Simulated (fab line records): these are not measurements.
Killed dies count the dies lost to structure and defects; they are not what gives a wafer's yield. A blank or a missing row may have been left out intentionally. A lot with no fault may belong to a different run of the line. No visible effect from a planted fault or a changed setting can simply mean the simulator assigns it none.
What tool caused it? :: flow n5_finfet :: 29 wafers from 10 lots sampled at 5 of the route's 1938 steps

WHAT EACH GAUGE READ, for each wafer
N5_HKMG_FIN_CD_MEAS_49: the cd target is 202 nm. Usual: 202.4 nm for cd_nm, sd 0.7.
lot: L778
measured: day 3 23:35
on: cd_sem-01
cd_nm (nm): 202.5 202.0 202.6
flag: 

lot: L779
measured: day 4 04:01
on: cd_sem-01
cd_nm (nm): 202.3 203.0 201.5
flag: 

lot: L781
measured: day 4 18:17
on: cd_sem-03
cd_nm (nm): 202.5 203.4 202.4
flag: 

lot: L783
measured: day 5 06:52
on: cd_sem-01
cd_nm (nm): 202.6 203.6 203.7
flag: 

lot: L785
measured: day 5 17:32
on: cd_sem-01
cd_nm (nm): 201.3 201.8 201.1
flag: 

lot: L790
measured: day 6 22:36
on: cd_sem-02
cd_nm (nm): 202.1 201.9 201.9
flag: 

lot: L791
measured: day 7 08:03
on: cd_sem-03
cd_nm (nm): 201.9 202.5 201.7
flag: 

lot: L799
measured: day 9 08:05
on: cd_sem-01
cd_nm (nm): 202.8 202.7
flag: 

lot: L800
measured: day 9 13:22
on: cd_sem-03
cd_nm (nm): 201.3 201.8 202.0
flag: 

lot: L801
measured: day 9 17:07
on: cd_sem-03
cd_nm (nm): 202.1 201.7 202.4
flag: 

N5_BEOL_M4_RC_MEAS_101. Usual: DIBL_N 36.5 mV/V, standard deviation 1.8; DIBL_P 36.5 mV/V, standard deviation 2.1; IOFF_N 0.17 nA/um, standard deviation 0.031; IOFF_P 0.22 nA/um, standard deviation 0.036; ION_N 677 uA/um, standard deviation 11; ION_P 463 uA/um, standard deviation 8; SS_N 71.6 mV/dec, standard deviation 0.61; SS_P 73.3 mV/dec, standard deviation 0.63; VT_N 249 mV, standard deviation 3.1; VT_P -250 mV, standard deviation 3.3.
lot: L778
measured: day 7 22:33
on: prober-02
DIBL_N (mV/V): 33.8 35.2 33.9
DIBL_P (mV/V): 32.6 34.7 32.7
IOFF_N (nA/um): 0.12 0.15 0.13
IOFF_P (nA/um): 0.15 0.20 0.16
ION_N (uA/um): 655 672 659
ION_P (uA/um): 446 457 447
SS_N (mV/dec): 71.0 71.0 70.7
SS_P (mV/dec): 72.9 73.3 71.9
VT_N (mV): 253 248 253
VT_P (mV): -257 -250 -255
flag: 

lot: L779
measured: day 8 08:12
on: prober-01
DIBL_N (mV/V): 37.0 34.9 37.0
DIBL_P (mV/V): 37.2 34.1 35.9
IOFF_N (nA/um): 0.18 0.14 0.17
IOFF_P (nA/um): 0.21 0.16 0.19
ION_N (uA/um): 689 662 683
ION_P (uA/um): 466 451 453
SS_N (mV/dec): 71.7 70.4 71.9
SS_P (mV/dec): 73.5 72.6 73.4
VT_N (mV): 244 251 248
VT_P (mV): -254 -255 -254
flag: 

lot: L781
measured: day 8 14:43
on: prober-02
DIBL_N (mV/V): 40.8 37.6 37.2
DIBL_P (mV/V): 41.5 38.2 36.6
IOFF_N (nA/um): 0.23 0.17 0.15
IOFF_P (nA/um): 0.26 0.20 0.18
ION_N (uA/um): 683 688 675
ION_P (uA/um): 462 465 454
SS_N (mV/dec): 72.8 71.1 71.1
SS_P (mV/dec): 74.2 73.7 73.3
VT_N (mV): 245 248 251
VT_P (mV): -250 -253 -255
flag: 

lot: L783
measured: day 9 10:14
on: prober-01
DIBL_N (mV/V): 38.5 34.7 36.1
DIBL_P (mV/V): 38.5 34.7 35.5
IOFF_N (nA/um): 0.21 0.14 0.15
IOFF_P (nA/um): 0.26 0.18 0.20
ION_N (uA/um): 694 681 679
ION_P (uA/um): 476 464 469
SS_N (mV/dec): 72.0 71.0 71.7
SS_P (mV/dec): 73.7 72.8 73.1
VT_N (mV): 242 250 250
VT_P (mV): -245 -251 -249
flag: 

lot: L785
measured: day 9 19:58
on: prober-01
DIBL_N (mV/V): 36.8 33.8 35.6
DIBL_P (mV/V): 35.8 32.8 34.7
IOFF_N (nA/um): 0.16 0.12 0.15
IOFF_P (nA/um): 0.21 0.16 0.19
ION_N (uA/um): 675 673 670
ION_P (uA/um): 460 459 461
SS_N (mV/dec): 71.4 71.0 71.0
SS_P (mV/dec): 73.3 72.4 72.5
VT_N (mV): 248 251 249
VT_P (mV): -249 -254 -248
flag: 

lot: L790
measured: day 11 03:25
on: prober-01
DIBL_N (mV/V): 36.8 37.6 34.3
DIBL_P (mV/V): 35.4 35.9 33.2
IOFF_N (nA/um): 0.17 0.19 0.14
IOFF_P (nA/um): 0.20 0.24 0.20
ION_N (uA/um): 663 664 667
ION_P (uA/um): 452 454 457
SS_N (mV/dec): 71.9 72.6 71.6
SS_P (mV/dec): 73.8 73.5 72.9
VT_N (mV): 250 248 250
VT_P (mV): -251 -249 -249
flag: 

lot: L791
measured: day 11 07:36
on: prober-02
DIBL_N (mV/V): 38.1 38.4 34.5
DIBL_P (mV/V): 37.8 38.9 34.7
IOFF_N (nA/um): 0.17 0.19 0.12
IOFF_P (nA/um): 0.20 0.23 0.16
ION_N (uA/um): 675 684 672
ION_P (uA/um): 452 464 462
SS_N (mV/dec): 72.2 72.9 71.4
SS_P (mV/dec): 73.4 74.0 73.6
VT_N (mV): 251 248 252
VT_P (mV): -251 -251 -255
flag: 

lot: L799
measured: day 13 21:04
on: prober-02
DIBL_N (mV/V): 33.1 36.2
DIBL_P (mV/V): 32.2 36.9
IOFF_N (nA/um): 0.11 0.17
IOFF_P (nA/um): 0.17 0.22
ION_N (uA/um): 649 664
ION_P (uA/um): 458 463
SS_N (mV/dec): 70.5 72.0
SS_P (mV/dec): 72.9 72.4
VT_N (mV): 253 251
VT_P (mV): -252 -249
flag: 

lot: L800
measured: day 14 00:46
on: prober-02
DIBL_N (mV/V): 36.9 38.9 35.3
DIBL_P (mV/V): 37.0 39.9 35.8
IOFF_N (nA/um): 0.17 0.21 0.16
IOFF_P (nA/um): 0.25 0.29 0.22
ION_N (uA/um): 673 687 683
ION_P (uA/um): 465 476 472
SS_N (mV/dec): 71.8 72.7 71.2
SS_P (mV/dec): 73.1 73.8 72.8
VT_N (mV): 247 247 250
VT_P (mV): -246 -243 -248
flag: 

lot: L801
measured: day 14 23:12
on: prober-01
DIBL_N (mV/V): 37.0 40.1 38.5
DIBL_P (mV/V): 35.4 39.8 38.1
IOFF_N (nA/um): 0.15 0.20 0.18
IOFF_P (nA/um): 0.20 0.28 0.25
ION_N (uA/um): 662 673 667
ION_P (uA/um): 456 465 461
SS_N (mV/dec): 72.7 72.6 71.9
SS_P (mV/dec): 72.6 74.4 73.8
VT_N (mV): 253 251 248
VT_P (mV): -251 -245 -247
flag: 

EACH LOT AND THE TOOL THAT RAN IT (in order: tool; ch and the chambers of the sampled wafers; start)
lot: L778
N5_HKMG_FIN_ALD_74: ald_hk-01 ch 0,1,2, day 3 23:10
N5_HKMG_FIN_ETCH_58: rie_diel-05 ch 0,1,2, day 3 23:58
N5_HKMG_FIN_PWFM_ALD_03: ald_metal-02 ch 1,2,3, day 4 02:07

lot: L779
N5_HKMG_FIN_ALD_74: ald_hk-02 ch 1,2, day 4 03:26
N5_HKMG_FIN_ETCH_58: rie_diel-05 ch 0,3, day 4 04:24
N5_HKMG_FIN_PWFM_ALD_03: ald_metal-02 ch 1,3, day 4 06:32

lot: L781
N5_HKMG_FIN_ALD_74: ald_hk-02 ch 0,1,3, day 4 17:43
N5_HKMG_FIN_ETCH_58: rie_diel-03 ch 0,2, day 4 19:10
N5_HKMG_FIN_PWFM_ALD_03: ald_metal-04 ch 0,1,2, day 4 21:20

lot: L783
N5_HKMG_FIN_ALD_74: ald_hk-02 ch 0,2,3, day 5 06:19
N5_HKMG_FIN_ETCH_58: rie_diel-05 ch 0,1, day 5 07:16
N5_HKMG_FIN_PWFM_ALD_03: ald_metal-02 ch 0,2,3, day 5 09:25

lot: L785
N5_HKMG_FIN_ALD_74: ald_hk-03 ch 2,3, day 5 17:00
N5_HKMG_FIN_ETCH_58: rie_diel-05 ch 0,1, day 5 17:56
N5_HKMG_FIN_PWFM_ALD_03: ald_metal-04 ch 1,2, day 5 20:14

lot: L790
N5_HKMG_FIN_ALD_74: ald_hk-03 ch 0,1, day 6 22:11
N5_HKMG_FIN_ETCH_58: rie_diel-03 ch 1,2, day 6 23:21
N5_HKMG_FIN_PWFM_ALD_03: ald_metal-02 ch 0,1,3, day 7 01:31

lot: L791
N5_HKMG_FIN_ALD_74: ald_hk-03 ch 0,2,3, day 7 07:30
N5_HKMG_FIN_ETCH_58: rie_diel-04 ch 0,2,3, day 7 08:41
N5_HKMG_FIN_PWFM_ALD_03: ald_metal-04 ch 0,1,3, day 7 10:51

lot: L799
N5_HKMG_FIN_ALD_74: ald_hk-02 ch 1,2, day 9 07:40
N5_HKMG_FIN_ETCH_58: rie_diel-05 ch 1,2, day 9 08:28
N5_HKMG_FIN_PWFM_ALD_03: ald_metal-02 ch 2,3, day 9 10:38

lot: L800
N5_HKMG_FIN_ALD_74: ald_hk-01 ch 0,2,3, day 9 12:49
N5_HKMG_FIN_ETCH_58: rie_diel-04 ch 0,2,3, day 9 13:45
N5_HKMG_FIN_PWFM_ALD_03: ald_metal-04 ch 0,1,2, day 9 16:01

lot: L801
N5_HKMG_FIN_ALD_74: ald_hk-02 ch 1,2,3, day 9 16:35
N5_HKMG_FIN_ETCH_58: rie_diel-05 ch 0,1, day 9 17:31
N5_HKMG_FIN_PWFM_ALD_03: ald_metal-03 ch 0,1,2, day 9 19:47
- N5_HKMG_FIN_ALD_74: deposits La2O3, target thk 0.5 nm, pulse time 6 s, co reactant pulse time 1 s.
- N5_HKMG_FIN_ETCH_58: etches SOC in N2/H2, target depth 215.8 nm, time 741 s.
- N5_HKMG_FIN_PWFM_ALD_03: deposits TiN, target thk 2 nm, pulse time 1 s, purge time 3 s.

WHAT THE TOOLS THEMSELVES READ (means of the sampled wafers that have a number; where no wafer has one, the mark that the record gives instead)
N5_HKMG_FIN_ALD_74. Usual: heater_power_w 347 W, standard deviation 42; precursor_pulse_height_rel 0.998, standard deviation 0.018; susceptor_temp_C 250.01 C, standard deviation 0.15.
lot: L778
tool: ald_hk-01
heater_power_w (W): 358
precursor_pulse_height_rel: 1.003
susceptor_temp_C (C): 249.92
flag: 

lot: L779
tool: ald_hk-02
heater_power_w (W): 317
precursor_pulse_height_rel: 0.996
susceptor_temp_C (C): 249.95
flag: 

lot: L781
tool: ald_hk-02
heater_power_w (W): 308
precursor_pulse_height_rel: 1.014
susceptor_temp_C (C): 250.07
flag: 

lot: L783
tool: ald_hk-02
heater_power_w (W): 351
precursor_pulse_height_rel: 1.009
susceptor_temp_C (C): 249.75
flag: 

lot: L785
tool: ald_hk-03
heater_power_w (W): 351
precursor_pulse_height_rel: 0.989
susceptor_temp_C (C): 250.00
flag: 

lot: L790
tool: ald_hk-03
heater_power_w (W): 362
precursor_pulse_height_rel: 1.004
susceptor_temp_C (C): 250.05
flag: 

lot: L791
tool: ald_hk-03
heater_power_w (W): 362
precursor_pulse_height_rel: 1.018
susceptor_temp_C (C): 250.06
flag: 

lot: L799
tool: ald_hk-02
heater_power_w (W): 348
precursor_pulse_height_rel: 1.023
susceptor_temp_C (C): 250.04
flag: 

lot: L800
tool: ald_hk-01
heater_power_w (W): 350
precursor_pulse_height_rel: 0.984
susceptor_temp_C (C): 250.02
flag: 

lot: L801
tool: ald_hk-02
heater_power_w (W): 336
precursor_pulse_height_rel: 0.994
susceptor_temp_C (C): 250.07
flag: 

N5_HKMG_FIN_ETCH_58. Usual: drypump_motor_current_A 5.8 A, standard deviation 0.44; oes_product_au 0.76 a.u., standard deviation 0.083; rf_fwd_power_W 874.1 W, standard deviation 2.6; rf_vpp_V 99.1 V, standard deviation 0.92; showerhead_plenum_p_Torr 2.55 Torr, standard deviation 0.1; throttle_valve_pct 17.77 %, standard deviation 0.22.
lot: L778
tool: rie_diel-05
drypump_motor_current_A (A): 5.8
oes_product_au (a.u.): 0.75
rf_fwd_power_W (W): 872.9
rf_vpp_V (V): 99.7
showerhead_plenum_p_Torr (Torr): 2.51
throttle_valve_pct (%): 17.82
flag: 

lot: L779
tool: rie_diel-05
drypump_motor_current_A (A): 6.3
oes_product_au (a.u.): 0.81
rf_fwd_power_W (W): 875.5
rf_vpp_V (V): 99.6
showerhead_plenum_p_Torr (Torr): 2.64
throttle_valve_pct (%): 17.77
flag: 

lot: L781
tool: rie_diel-03
drypump_motor_current_A (A): 5.8
oes_product_au (a.u.): 0.71
rf_fwd_power_W (W): 875.0
rf_vpp_V (V): 99.3
showerhead_plenum_p_Torr (Torr): 2.55
throttle_valve_pct (%): 17.39
flag: 

lot: L783
tool: rie_diel-05
drypump_motor_current_A (A): 6.3
oes_product_au (a.u.): 0.79
rf_fwd_power_W (W): 872.1
rf_vpp_V (V): 99.1
showerhead_plenum_p_Torr (Torr): 2.60
throttle_valve_pct (%): 17.80
flag: 

lot: L785
tool: rie_diel-05
drypump_motor_current_A (A): 6.3
oes_product_au (a.u.): 0.79
rf_fwd_power_W (W): 872.9
rf_vpp_V (V): 99.0
showerhead_plenum_p_Torr (Torr): 2.60
throttle_valve_pct (%): 17.80
flag: 

lot: L790
tool: rie_diel-03
drypump_motor_current_A (A): 5.9
oes_product_au (a.u.): 0.76
rf_fwd_power_W (W): 874.3
rf_vpp_V (V): 97.9
showerhead_plenum_p_Torr (Torr): 2.47
throttle_valve_pct (%): 17.68
flag: 

lot: L791
tool: rie_diel-04
drypump_motor_current_A (A): 5.9
oes_product_au (a.u.): 0.71
rf_fwd_power_W (W): 873.4
rf_vpp_V (V): 98.5
showerhead_plenum_p_Torr (Torr): 2.55
throttle_valve_pct (%): 18.03
flag: 

lot: L799
tool: rie_diel-05
drypump_motor_current_A (A): 5.3
oes_product_au (a.u.): 0.79
rf_fwd_power_W (W): 876.1
rf_vpp_V (V): 99.5
showerhead_plenum_p_Torr (Torr): 2.57
throttle_valve_pct (%): 17.65
flag: 

lot: L800
tool: rie_diel-04
drypump_motor_current_A (A): 5.9
oes_product_au (a.u.): 0.80
rf_fwd_power_W (W): 874.3
rf_vpp_V (V): 98.7
showerhead_plenum_p_Torr (Torr): 2.54
throttle_valve_pct (%): 17.92
flag: 

lot: L801
tool: rie_diel-05
drypump_motor_current_A (A): 6.3
oes_product_au (a.u.): 0.75
rf_fwd_power_W (W): 876.6
rf_vpp_V (V): 99.2
showerhead_plenum_p_Torr (Torr): 2.59
throttle_valve_pct (%): 17.87
flag: 

N5_HKMG_FIN_PWFM_ALD_03. Usual: heater_power_w 885 W, standard deviation 69; precursor_pulse_height_rel 0.999, standard deviation 0.02; susceptor_temp_C 399.98 C, standard deviation 0.2.
lot: L778
tool: ald_metal-02
heater_power_w (W): 894
precursor_pulse_height_rel: 0.993
susceptor_temp_C (C): 399.84
flag: 

lot: L779
tool: ald_metal-02
heater_power_w (W): 858
precursor_pulse_height_rel: 1.007
susceptor_temp_C (C): 399.76
flag: 

lot: L781
tool: ald_metal-04
heater_power_w (W): 857
precursor_pulse_height_rel: 1.001
susceptor_temp_C (C): 399.98
flag: 

lot: L783
tool: ald_metal-02
heater_power_w (W): 904
precursor_pulse_height_rel: 0.995
susceptor_temp_C (C): 396.81
flag: OFF

lot: L785
tool: ald_metal-04
heater_power_w (W): 844
precursor_pulse_height_rel: 1.001
susceptor_temp_C (C): 399.84
flag: 

lot: L790
tool: ald_metal-02
heater_power_w (W): 889
precursor_pulse_height_rel: 0.997
susceptor_temp_C (C): 397.05
flag: OFF

lot: L791
tool: ald_metal-04
heater_power_w (W): 904
precursor_pulse_height_rel: 1.001
susceptor_temp_C (C): 399.86
flag: 

lot: L799
tool: ald_metal-02
heater_power_w (W): 918
precursor_pulse_height_rel: 0.992
susceptor_temp_C (C): 399.92
flag: 

lot: L800
tool: ald_metal-04
heater_power_w (W): 865
precursor_pulse_height_rel: 1.007
susceptor_temp_C (C): 399.81
flag: 

lot: L801
tool: ald_metal-03
heater_power_w (W): 844
precursor_pulse_height_rel: 1.008
susceptor_temp_C (C): 400.12
flag: 

THE ANSWER, worked out from the rows above alone
Rule: take the mean of a lot's wafers that have a number; if it is more than 3 standard deviations from the usual mean, the lot is off. A lot without any number at a reading at which 4 lots or more have one is off too. Where the step has rows for the other lots, those lots are counted as sound. The gauges are gone through in route order, then the tools' own readings, and for those a lot's mean is taken as printed above. The first step at which some lot is off is used, and at that step the reading that is off furthest; a lot without a number counts as furthest.
Off: L783, L790, at N5_HKMG_FIN_PWFM_ALD_03 (susceptor_temp_C).
If a tool, at that step or one of the process steps before it, ran each lot that is off and ran no sound lot following the first of them, it fits. Of those tried, none fits.

WHAT HAD BEEN PUT IN BY THE SIMULATOR
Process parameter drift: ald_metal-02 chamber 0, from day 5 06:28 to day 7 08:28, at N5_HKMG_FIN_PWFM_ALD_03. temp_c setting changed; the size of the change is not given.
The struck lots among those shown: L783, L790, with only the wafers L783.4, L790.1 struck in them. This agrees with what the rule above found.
